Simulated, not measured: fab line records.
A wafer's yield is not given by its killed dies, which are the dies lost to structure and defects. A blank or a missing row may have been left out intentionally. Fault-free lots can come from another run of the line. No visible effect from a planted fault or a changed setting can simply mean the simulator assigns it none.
Matching of chambers -- flow n5Finfet -- N5_BEOL_M7_STRIP_19 on rieDiel-02: 4 sister chambers
The step strips in O2. 14 wafers are shown with their chamber, then 7 later ones without.

## WAFERS WITH THEIR CHAMBER
wafer,chamber,drypumpMotorCurrentA (A),showerheadPlenumPTorr (Torr),oesProductAu (a.u.)
L078.1,1,6.2,2.00,0.74
L078.5,1,6.2,2.00,0.74
L078.6,0,5.1,2.21,0.79
L079.1,0,5.1,2.21,0.80
L079.3,3,6.6,2.17,0.95
L079.5,1,6.2,2.00,0.73
L082.2,3,6.6,2.17,0.95
L082.3,1,6.2,2.00,0.73
L082.5,0,5.1,2.20,0.79
L084.1,1,6.1,2.00,0.73
L084.5,2,6.1,2.07,0.71
L084.6,3,6.6,2.16,0.91
L090.1,1,6.1,1.99,0.73
L090.5,2,6.1,2.07,0.71

SIGNATURES, as means of the wafers listed above
reading,chamber 0,chamber 1,chamber 2,chamber 3,scatter within a chamber
drypumpMotorCurrentA,5.100,6.167,6.100,6.600,0.0365
showerheadPlenumPTorr,2.2067,1.9983,2.0700,2.1667,0.00465
oesProductAu,0.7933,0.7333,0.7100,0.9367,0.0113
Rule: for a wafer and a chamber, the distance is found by dividing, reading by reading, the gap between the wafer's reading and the chamber's mean by the reading's scatter, squaring, summing and taking the root. The wafer belongs to the nearest chamber; if the next one is less than 2 further off, it can't be placed. The scatter is the square root of a quotient: the sum, over the shown wafers, of each reading's squared deviation from its chamber's mean, divided by wafers minus chambers.

## WAFERS WHOSE CHAMBER IS MISSING
wafer,drypumpMotorCurrentA (A),showerheadPlenumPTorr (Torr),oesProductAu (a.u.)
L090.6,6.1,2.00,0.73
L094.2,5.1,2.20,0.77
L094.5,6.1,2.07,0.69
L094.6,6.1,1.99,0.71
L095.1,6.2,1.99,0.72
L095.2,5.1,2.20,0.77
L095.4,6.6,2.16,0.89

## WHICH CHAMBER EACH WENT THROUGH
wafer,from the rows above,in truth
L090.6,1,1
L094.2,0,0
L094.5,2,2
L094.6,1,1
L095.1,1,1
L095.2,0,0
L095.4,3,3
Placed correctly: 7 of 7. Can't be placed from these rows: 0. Wrongly placed: 0.
